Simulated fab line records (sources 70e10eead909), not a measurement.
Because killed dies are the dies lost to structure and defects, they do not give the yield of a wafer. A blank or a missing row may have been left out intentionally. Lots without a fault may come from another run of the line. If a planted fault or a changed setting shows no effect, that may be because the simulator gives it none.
Comparing a struck lot with a sound one	flow nand harc	13 steps out of a route of 1302
Sound: the wafers L568.1, L568.2, L568.4. Struck: wafer L583.6 (L583.4, L583.5, from the same lot, were not struck and are left out); the cause is given at the end.
Per side, at each step with rows, come the tool, then ch with its chambers, and then its first start. Under that, the readings that differ: sound wafers	struck wafers	difference of the means	sigmas: that difference in standard deviations of wafers without a fault.
alike: readings whose means differ by less than 2 such deviations, and words and numbers that are the same on both sides. not compared: withheld readings, readings that some wafer has no value for, bounds like >300 that may hide the same value, and numbers for which the record gives no deviation and whose values overlap.
A row with sigmas, a row that says differs or no value, or rows on one side alone: a step with any of these is where the two part. Numbers that have no deviation but don't overlap get no sigmas and don't part them. Lack of a reading on every wafer of one side parts them only where that side has two or more wafers.

NHARC_A_DECK1_JOINT_CMP_02: polishes SiOx.
  sound on cmp-02 ch 1,2,3, day 12 17:20; struck on cmp-02 ch 3, day 19 03:19
  alike: motor current A
following that, these wafers have no rows for 1 step: NHARC_A_DECK1_JOINT_SRD_15.
NHARC_A_DECK1_JOINT_DEP_16: deposits SiO2, target thk 45 nm.
  sound on pecvd-03 ch 1,2, day 12 17:43; struck on pecvd-03 ch 2, day 19 03:46
  alike: heater power w, throttle valve pct
NHARC_A_DECK1_JOINT_THK_MEAS_17: measures by ellipsometry.
  sound: film metro-01 at day 12 18:00; struck: film metro-02 at day 19 03:57
  alike: thk nm
NHARC_A_DECK1_JOINT_INSPECT_05:
  sound: defect inspect-01 at day 12 18:02; struck: defect inspect-01 at day 19 03:59
  alike: raw defect count
next comes 1 step that has no rows for these wafers: NHARC_A_ONON_D2_DEP_00 (target thickness 1000 nm).
NHARC_A_ONON_D2_THK_MEAS_02: measures by ellipsometry.
  sound: film metro-01 at day 12 18:37; struck: film metro-01 at day 19 04:34
  alike: thk nm
next comes 1 step that has no rows for these wafers: NHARC_A_ONON_D2_DEP_03 (target thickness 1000 nm).
NHARC_A_ONON_D2_THK_MEAS_05: measures by ellipsometry.
  sound: film metro-01 at day 12 19:11; struck: film metro-02 at day 19 05:08
  alike: thk nm
next comes 1 step that has no rows for these wafers: NHARC_A_ONON_D2_DEP_06 (target thickness 1000 nm).
NHARC_A_ONON_D2_THK_MEAS_08: measures by ellipsometry.
  sound: film metro-01 at day 12 19:45; struck: film metro-02 at day 19 05:42
  alike: thk nm
NHARC_A_ONON_D2_DEP_09: target thk 1000 nm.
  sound on pecvd onon-04 ch 0, day 12 19:48; struck on pecvd onon-03 ch 0, day 19 05:56
  alike: nh3 flow sccm
NHARC_A_ONON_D2_THK_MEAS_11: measures by ellipsometry.
  sound: film metro-01 at day 12 20:19; struck: film metro-01 at day 19 06:26
reading	sound	struck	difference	sigmas
thk nm (nm)	1016 1018 1016	943	-74	-8
  not compared: hold

WHERE THEY PART
Only at NHARC_A_ONON_D2_THK_MEAS_11, as far as this record shows.

WHY: what had been put in by the simulator
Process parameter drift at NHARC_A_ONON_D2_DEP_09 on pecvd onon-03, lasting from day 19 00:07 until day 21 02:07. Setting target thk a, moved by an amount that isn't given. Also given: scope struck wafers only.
